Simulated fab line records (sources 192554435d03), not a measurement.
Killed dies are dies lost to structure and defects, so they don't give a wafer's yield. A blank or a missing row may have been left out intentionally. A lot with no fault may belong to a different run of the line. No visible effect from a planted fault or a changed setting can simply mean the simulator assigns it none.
Split-lot study -- flow n5 finfet -- 7 lots, 39 wafers read, on a route of 1938 steps

ON THE SPLIT
At N5_BEOL_M1_TRENCH_ETCH_37 (etches SiOC in C4F6/O2, target depth 55.207 nm, time 29 s), the setting target depth a was moved away from the recipe's 552.07 angstrom on 15 of the 39 wafers read, by +27.6% to +55.3%. The other wafers ran this setting at the recipe's value.

FROM THE SPLIT TO THE READING: what the file shows between them, 2 steps
- N5_BEOL_M1_ETCH_41: etches SiCN in CH3F/O2, target depth 31.9 nm, time 57.8 s
- N5_BEOL_M1_STRIP_97: strips in N2/H2, time 10 s

THE READING
trench depth nm, in nm, at N5_BEOL_M1_OCD_MEAS_38. On this fab line, fault-free wafers typically give 55.1 nm with a standard deviation of 1.3 nm.

wafer,"tool, chamber at the split","target depth a as run, angstrom",against the recipe,"trench depth nm, nm",against lot-mates on the recipe
L076.1,"rie diel-04, 2",850.5,+54.1%,82.9,+27.3
L076.2,"rie diel-04, 0",552.07,recipe,56.7,-
L076.3,"rie diel-04, 1",850.5,+54.1%,88.0,+32.4
L076.4,"rie diel-04, 3",552.07,recipe,56.1,-
L076.5,"rie diel-04, 3",850.5,+54.1%,87.0,+31.4
L076.6,"rie diel-04, 2",552.07,recipe,54.1,-
L077.1,"rie diel-02, 0",552.07,recipe,55.7,-
L077.2,"rie diel-02, 1",552.07,recipe,56.0,-
L077.6,"rie diel-02, 3",552.07,recipe,55.5,-
L081.1,"rie diel-02, 3",857.2,+55.3%,86.7,+31.7
L081.2,"rie diel-02, 0",552.07,recipe,55.1,-
L081.3,"rie diel-02, 2",552.07,recipe,54.1,-
L081.4,"rie diel-02, 1",857.2,+55.3%,87.4,+32.4
L081.5,"rie diel-02, 0",857.2,+55.3%,86.6,+31.6
L081.6,"rie diel-02, 3",552.07,recipe,55.9,-
L084.1,"rie diel-02, 1",718.3,+30.1%,73.0,+17.8
L084.2,"rie diel-02, 0",718.3,+30.1%,72.1,+16.9
L084.3,"rie diel-02, 3",718.3,+30.1%,71.7,+16.5
L084.4,"rie diel-02, 0",552.07,recipe,54.6,-
L084.5,"rie diel-02, 1",552.07,recipe,55.6,-
L084.6,"rie diel-02, 3",552.07,recipe,55.4,-
L088.1,"rie diel-06, 1",704.6,+27.6%,67.7,+13.8
L088.2,"rie diel-06, 0",704.6,+27.6%,72.5,+18.6
L088.3,"rie diel-06, 2",704.6,+27.6%,70.3,+16.4
L088.4,"rie diel-06, 3",552.07,recipe,53.1,-
L088.5,"rie diel-06, 2",552.07,recipe,55.3,-
L088.6,"rie diel-06, 1",552.07,recipe,53.2,-
L093.1,"rie diel-02, 1",552.07,recipe,56.0,-
L093.2,"rie diel-02, 0",784.6,+42.1%,79.3,+24.7
L093.3,"rie diel-02, 2",784.6,+42.1%,75.5,+20.9
L093.4,"rie diel-02, 3",784.6,+42.1%,79.2,+24.6
L093.5,"rie diel-02, 2",552.07,recipe,52.3,-
L093.6,"rie diel-02, 1",552.07,recipe,55.5,-
L095.1,"rie diel-02, 3",552.07,recipe,55.2,-
L095.2,"rie diel-02, 2",552.07,recipe,53.3,-
L095.3,"rie diel-02, 0",552.07,recipe,54.5,-
L095.4,"rie diel-02, 1",552.07,recipe,55.4,-
L095.5,"rie diel-02, 0",552.07,recipe,55.2,-
L095.6,"rie diel-02, 1",552.07,recipe,54.9,-

FIT RESULTS
A straight line over all 39 wafers: trench depth nm changes by +0.569 nm for each +1% of target depth a; r = +0.99; the points scatter about the line by 1.4 nm.
The same after taking each lot's own level away (the mean of its wafers on the recipe; 39 wafers): +0.568 nm for each +1%; r = +0.99; scatter 1.3 nm.
Per that fit: largest target depth a move, reading shift of 31 nm.
From 53.87 to 55.73 nm: that is the span of the lots' own levels, equal to 1.4 times the standard deviation above.
Consequently the slope shifts little with the lot-to-lot level, the two slopes agreeing.
Check: for one of the wafers moved furthest among these (+55.3%), held out of the fit, the line's prediction against its lot-mates is +31.4 nm. Against them it came out at +31.7 nm.

THE OTHER SPLITS THESE WAFERS WENT THROUGH
These wafers also went through other splits before the reading. Each is held against what the fit with the lots' levels taken away leaves over:
other split on the same wafers,wafers away from the commonest value,r with trench depth nm (lot level and that fit taken away)
N5_FIN_SAQP_ETCH_65 time s,12,+0.05
N5_DUMMY_GATE_ETCH_32 time s,12,+0.08
N5_BEOL_M0_SAQP_PECVD_96 time s,9,-0.24

THE WHOLE CHAIN: every reading that the file lists as answering this split, in the file's order
step,what it does,reading,change (the file's fit),r (the file's)
N5_BEOL_M1_TRENCH_ETCH_37,"etches SiOC in C4F6/O2, target depth 55.207 nm, time 29 s","etch.depth nm (the simulator's own value, which no gauge read)",+0.567 nm for each +1% of the setting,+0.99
N5_BEOL_M1_TRENCH_ETCH_37,"etches SiOC in C4F6/O2, target depth 55.207 nm, time 29 s","BEOL_M1.feature depth nm (the simulator's own value, which no gauge read)",+0.566 nm for each +1% of the setting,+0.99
N5_BEOL_M1_TRENCH_ETCH_37,"etches SiOC in C4F6/O2, target depth 55.207 nm, time 29 s","TiN_of_BEOL_M1_HM_DEP_02.thk nm (the simulator's own value, which no gauge read)",-0.0245 nm for each +1% of the setting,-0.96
N5_BEOL_M1_OCD_MEAS_38,,trench depth nm,+0.568 nm for each +1% of the setting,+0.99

FILE'S OWN FIT
trench depth nm changes by +0.568 nm for each +1% of target depth a, r = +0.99.
